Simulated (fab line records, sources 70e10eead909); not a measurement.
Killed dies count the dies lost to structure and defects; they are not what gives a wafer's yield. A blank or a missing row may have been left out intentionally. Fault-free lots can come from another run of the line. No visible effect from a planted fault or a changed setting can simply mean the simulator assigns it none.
What tool caused it? -- flow nand_harc -- Sampling: 6 lots, 18 wafers, 3 of 1159 route steps

WHAT EACH GAUGE READ, for each wafer
NHARC_THIN_TSV_CD_MEAS_33: the cd target is 5000 nm.
lot,measured,on,cd_nm (nm)
L703,day 19 20:15,cd_sem-03,4999.9 5002.4 5001.8
L702,day 19 23:47,cd_sem-01,4999.4 4997.9 4997.7
L705,day 20 11:04,cd_sem-02,4999.4 4998.8 4998.4
L706,day 20 18:10,cd_sem-03,5000.8 5000.1 5001.5
L714,day 22 01:12,cd_sem-02,4999.4 5001.1 5001.3
L722,day 24 00:49,cd_sem-03,5000.2 4999.9 4998.7

TOOL THAT RAN EACH LOT (tool first, then ch and the chambers of the sampled wafers, then the start)
lot,NHARC_A_WL_FILL_CVD_03,NHARC_THIN_TSV_STRIP_62
L703,"cvd_w-01 ch 1, day 15 13:00","plasma_asher-01 ch 0,1, day 19 16:44"
L702,"cvd_w-02 ch 0,1, day 15 18:10","plasma_asher-01 ch 0,1, day 19 20:35"
L705,"cvd_w-02 ch 0,1, day 16 06:52","plasma_asher-01 ch 0,1, day 20 07:36"
L706,"cvd_w-02 ch 0,1, day 16 19:01","plasma_asher-02 ch 0,1, day 20 14:52"
L714,"cvd_w-02 ch 0,1, day 18 03:19","plasma_asher-02 ch 0,1, day 21 22:01"
L722,"cvd_w-02 ch 0,1, day 19 19:28","plasma_asher-02 ch 0,1, day 23 21:31"
- NHARC_A_WL_FILL_CVD_03: deposits W, target thk 40 nm, time 3302 s.
- NHARC_THIN_TSV_STRIP_62: strips in N2/H2, time 20 s.

THE ANSWER, worked out from the rows above alone
Rule: usual is defined by the lots themselves. The widest of any qualifying gaps counts: lots, ordered by their means at a reading, are off when they make up no more than a third of the lots, leave a main group of 4 or more, and stand apart from it by 3 or more times the standard deviation of that group's means. A main group is skipped when, at the precision printed for the reading in the tables above, its means are all equal. Also off: a lot with no number at a reading for which 4 or more lots have one. Where the step has rows for the other lots, those lots are counted as sound.
None of the lots is off at any reading shown; this tells nothing.

WHAT THE SIMULATOR HAD PUT IN
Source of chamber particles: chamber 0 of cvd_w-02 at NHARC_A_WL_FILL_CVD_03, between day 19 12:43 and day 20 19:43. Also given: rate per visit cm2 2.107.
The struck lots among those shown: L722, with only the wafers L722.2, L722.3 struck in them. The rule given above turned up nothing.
